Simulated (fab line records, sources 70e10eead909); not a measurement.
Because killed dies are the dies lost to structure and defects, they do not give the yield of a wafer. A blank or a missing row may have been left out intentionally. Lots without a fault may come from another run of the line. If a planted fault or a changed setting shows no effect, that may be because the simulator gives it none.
The tool behind it: which one? + flow nand_harc + 12 lots, 36 wafers sampled, at 5 steps of a route of 1159

== WHAT THE GAUGES SHOWED, per wafer ==
NHARC_END_SORT_01.
| lot  | measured     | on        | killed_at_array | killed_at_other | killed_at_periphery | killed_dies | killed_open | killed_short |
|------|--------------|-----------|-----------------|-----------------|---------------------|-------------|-------------|--------------|
| L412 | day 24 00:59 | prober-01 | 142 14 10       | 0 0 2           | 4 0 8               | 146 14 20   | 5 2 4       | 1 2 1        |
| L413 | day 24 09:49 | prober-01 | 27 33 249       | 1 2 0           | 5 3 3               | 33 38 252   | 2 3 1       | 1 1 1        |

== TOOL THAT RAN EACH LOT (tool first, then ch and the chambers of the sampled wafers, then the start) ==
| lot  | NHARC_A_CONTACT_DEP_28        | NHARC_A_BONDPAD_DEP_00                     | NHARC_A_BONDPAD_ETCH_34            | NHARC_A_BONDPAD_ETCH_24                       |
|------|-------------------------------|--------------------------------------------|------------------------------------|-----------------------------------------------|
| L395 | acl_dep-03 ch 0, day 16 08:14 | pecvd-02 ch 0,1,2, day 18 02:00            | rie_diel-02 ch 0,1, day 18 03:30   | rie_diel-02 ch 1,2,3, no start                |
| L399 | acl_dep-01 ch 0, day 16 13:57 | pecvd-03 ch 0,1,2, day 18 03:55 or earlier | rie_diel-13 ch 2,3, day 18 03:55   | rie_diel-02 ch 1,2,3, no start                |
| L400 | acl_dep-01 ch 0, day 17 01:53 | pecvd-02 ch 0,1, day 18 15:38              | rie_diel-02 ch 1,2, day 18 17:02   | rie_diel-13 ch 1,2, no start                  |
| L398 | acl_dep-03 ch 0, day 17 08:25 | pecvd-01 ch 0,2, day 19 02:10 or earlier   | rie_diel-02 ch 0,1,3, day 19 02:10 | rie_diel-02 ch 0,1,2, no start                |
| L402 | acl_dep-02 ch 0, day 18 06:54 | pecvd-02 ch 0,2, day 20 03:02              | rie_diel-02 ch 0,1,2, day 20 04:35 | rie_diel-02 ch 0,3, no start                  |
| L401 | acl_dep-02 ch 0, day 18 11:37 | pecvd-01 ch 0,1,2, day 20 06:57 or earlier | rie_diel-02 ch 0,1,2, day 20 06:57 | rie_diel-02 ch 0,1,3, no start                |
| L405 | acl_dep-02 ch 0, day 18 18:24 | pecvd-02 ch 0,1, day 20 08:08              | rie_diel-02 ch 0,1,2, day 20 09:40 | rie_diel-02 ch 0,2,3, no start                |
| L406 | acl_dep-02 ch 0, day 18 20:36 | pecvd-03 ch 0,1,2, day 20 09:38            | rie_diel-02 ch 0,1,3, day 20 11:10 | rie_diel-02 ch 0,1,3, no start                |
| L404 | acl_dep-02 ch 0, day 19 01:06 | pecvd-02 ch 1,2, day 20 13:13              | rie_diel-03 ch 0,2,3, day 20 14:44 | rie_diel-02 ch 0,1, no start                  |
| L411 | acl_dep-01 ch 0, day 19 10:01 | pecvd-02 ch 0,2, day 21 04:14              | rie_diel-03 ch 1,3, day 21 05:53   | rie_diel-02 ch 2,3, no start                  |
| L412 | acl_dep-02 ch 0, day 20 14:18 | pecvd-01 ch 0,1,2, day 22 14:04            | rie_diel-13 ch 2,3, day 22 15:36   | rie_diel-02 ch 0,2,3, day 24 00:59 or earlier |
| L413 | acl_dep-02 ch 0, day 20 17:31 | pecvd-01 ch 0,1, day 22 23:43 or earlier   | rie_diel-02 ch 0,1, day 22 23:43   | rie_diel-02 ch 0,2,3, day 24 09:49 or earlier |
- NHARC_A_CONTACT_DEP_28: deposits aC, target thk 3600 nm.
- NHARC_A_BONDPAD_DEP_00: deposits SiCN, target thk 250 nm.
- NHARC_A_BONDPAD_ETCH_34: etches the open film in N2/H2, target depth 60 nm, overetch 18 nm, time 65.91 s.
- NHARC_A_BONDPAD_ETCH_24: etches the open film in CF4/N2, target depth 30 nm, time 72.99 s.

== WHAT THE TOOLS THEMSELVES READ (means of the sampled wafers that have a number; where no wafer has one, the mark that the record gives instead) ==
NHARC_A_CONTACT_DEP_28.
| lot  | tool       | throttle_valve_pct (%) |
|------|------------|------------------------|
| L395 | acl_dep-03 | 35.005                 |
| L399 | acl_dep-01 | 35.003                 |
| L400 | acl_dep-01 | 35.007                 |
| L398 | acl_dep-03 | 35.001                 |
| L402 | acl_dep-02 | 34.996                 |
| L401 | acl_dep-02 | 34.998                 |
| L405 | acl_dep-02 | 34.989                 |
| L406 | acl_dep-02 | 35.003                 |
| L404 | acl_dep-02 | 34.991                 |
| L411 | acl_dep-01 | 35.008                 |
| L412 | acl_dep-02 | 34.999                 |
| L413 | acl_dep-02 | 34.999                 |

NHARC_A_BONDPAD_DEP_00.
| lot  | tool     | heater_power_w (W) |
|------|----------|--------------------|
| L395 | pecvd-02 | 616                |
| L399 | pecvd-03 | 605                |
| L400 | pecvd-02 | 668                |
| L398 | pecvd-01 | 541                |
| L402 | pecvd-02 | 644                |
| L401 | pecvd-01 | 548                |
| L405 | pecvd-02 | 622                |
| L406 | pecvd-03 | 591                |
| L404 | pecvd-02 | 637                |
| L411 | pecvd-02 | 631                |
| L412 | pecvd-01 | 592                |
| L413 | pecvd-01 | 565                |

NHARC_A_BONDPAD_ETCH_34.
| lot  | tool        | chamber_pressure_mTorr (mTorr) | drypump_motor_current_A (A) | h2_flow_sccm (sccm) | oes_product_au (a.u.) | rf_vpp_V (V) | showerhead_plenum_p_Torr (Torr) | throttle_valve_pct (%) |
|------|-------------|--------------------------------|-----------------------------|---------------------|-----------------------|--------------|---------------------------------|------------------------|
| L395 | rie_diel-02 | 30.010                         | 5.3                         | 150.3               | 0.998                 | 429.8        | 2.03                            | 14.175                 |
| L399 | rie_diel-13 | 30.017                         | 5.8                         | 150.1               | 0.985                 | 432.2        | 2.11                            | 14.173                 |
| L400 | rie_diel-02 | 30.010                         | 5.2                         | 149.8               | 1.010                 | 429.0        | 1.97                            | 14.167                 |
| L398 | rie_diel-02 | 30.015                         | 5.8                         | 149.9               | 0.988                 | 432.5        | 2.09                            | 14.172                 |
| L402 | rie_diel-02 | 30.022                         | 5.3                         | 150.1               | 0.997                 | 430.1        | 2.05                            | 14.172                 |
| L401 | rie_diel-02 | 29.973                         | 5.3                         | 150.0               | 0.999                 | 431.1        | 2.05                            | 14.168                 |
| L405 | rie_diel-02 | 29.993                         | 5.3                         | 149.9               | 1.007                 | 430.6        | 2.05                            | 14.172                 |
| L406 | rie_diel-02 | 29.991                         | 5.8                         | 150.3               | 0.988                 | 431.9        | 2.09                            | 14.174                 |
| L404 | rie_diel-03 | 30.011                         | 6.1                         | 150.2               | 1.002                 | 429.4        | 1.98                            | 14.160                 |
| L411 | rie_diel-03 | 30.015                         | 6.1                         | 149.8               | 1.003                 | 429.6        | 2.01                            | 14.161                 |
| L412 | rie_diel-13 | 29.980                         | 5.4                         | 149.9               | 0.996                 | 431.5        | 2.04                            | 14.181                 |
| L413 | rie_diel-02 | 29.982                         | 5.3                         | 150.1               | 0.990                 | 429.3        | 2.03                            | 14.169                 |

NHARC_A_BONDPAD_ETCH_24.
| lot  | tool        | cf4_flow_sccm (sccm) | chamber_pressure_mTorr (mTorr) | drypump_motor_current_A (A) | oes_product_au (a.u.) | rf_vpp_V (V) | showerhead_plenum_p_Torr (Torr) | throttle_valve_pct (%) |
|------|-------------|----------------------|--------------------------------|-----------------------------|-----------------------|--------------|---------------------------------|------------------------|
| L395 | rie_diel-02 | 50.01                | 29.997                         | 5.8                         | 1.006                 | 314.4        | 2.61                            | 19.804                 |
| L399 | rie_diel-02 | 50.10                | 30.019                         | 5.8                         | 1.005                 | 313.8        | 2.61                            | 19.787                 |
| L400 | rie_diel-13 | 49.90                | 30.019                         | 5.7                         | 0.986                 | 312.9        | 2.55                            | 19.797                 |
| L398 | rie_diel-02 | 49.96                | 30.026                         | 5.3                         | 1.008                 | 313.6        | 2.63                            | 19.794                 |
| L402 | rie_diel-02 | 49.80                | 29.984                         | 5.9                         | 0.981                 | 316.7        | 2.78                            | 19.802                 |
| L401 | rie_diel-02 | 50.08                | 30.027                         | 5.8                         | 0.985                 | 314.7        | 2.68                            | 19.803                 |
| L405 | rie_diel-02 | 49.97                | 30.006                         | 5.8                         | 0.992                 | 314.8        | 2.70                            | 19.793                 |
| L406 | rie_diel-02 | 50.03                | 30.023                         | 5.8                         | 0.979                 | 314.7        | 2.68                            | 19.795                 |
| L404 | rie_diel-02 | 49.99                | 29.994                         | 5.3                         | 0.996                 | 314.9        | 2.61                            | 19.791                 |
| L411 | rie_diel-02 | 50.04                | 29.990                         | 6.3                         | 0.991                 | 315.3        | 2.68                            | 19.794                 |
| L412 | rie_diel-02 | 49.90                | 30.030                         | 5.8                         | 0.992                 | 315.6        | 2.70                            | 19.785                 |
| L413 | rie_diel-02 | 50.08                | 30.013                         | 5.9                         | 0.998                 | 314.9        | 2.70                            | 19.793                 |

== THE ANSWER, worked out from the rows above alone ==
Rule: usual is defined by the lots themselves. Put in order of their means at a reading, lots are off if they are a third of the lots or fewer, leave a main group of 4 or more, and stand apart from it by a gap of 3 or more times the standard deviation of the main group's means; of several such gaps the widest counts. A main group whose means are all the same, to the digits that the tables above print for the reading, isn't used. Also off: a lot with no number at a reading for which 4 or more lots have one. The other lots that the step has rows for count as sound. After the gauges, taken in route order, come the tools' own readings; for these a lot's mean is taken, as printed above. At the first step where some lot is off, the reading lying furthest off is the one used; lots without a number count as furthest.
Nothing can be told from this: no lot is off at any reading shown.

== WHAT THE SIMULATOR HAD PUT IN ==
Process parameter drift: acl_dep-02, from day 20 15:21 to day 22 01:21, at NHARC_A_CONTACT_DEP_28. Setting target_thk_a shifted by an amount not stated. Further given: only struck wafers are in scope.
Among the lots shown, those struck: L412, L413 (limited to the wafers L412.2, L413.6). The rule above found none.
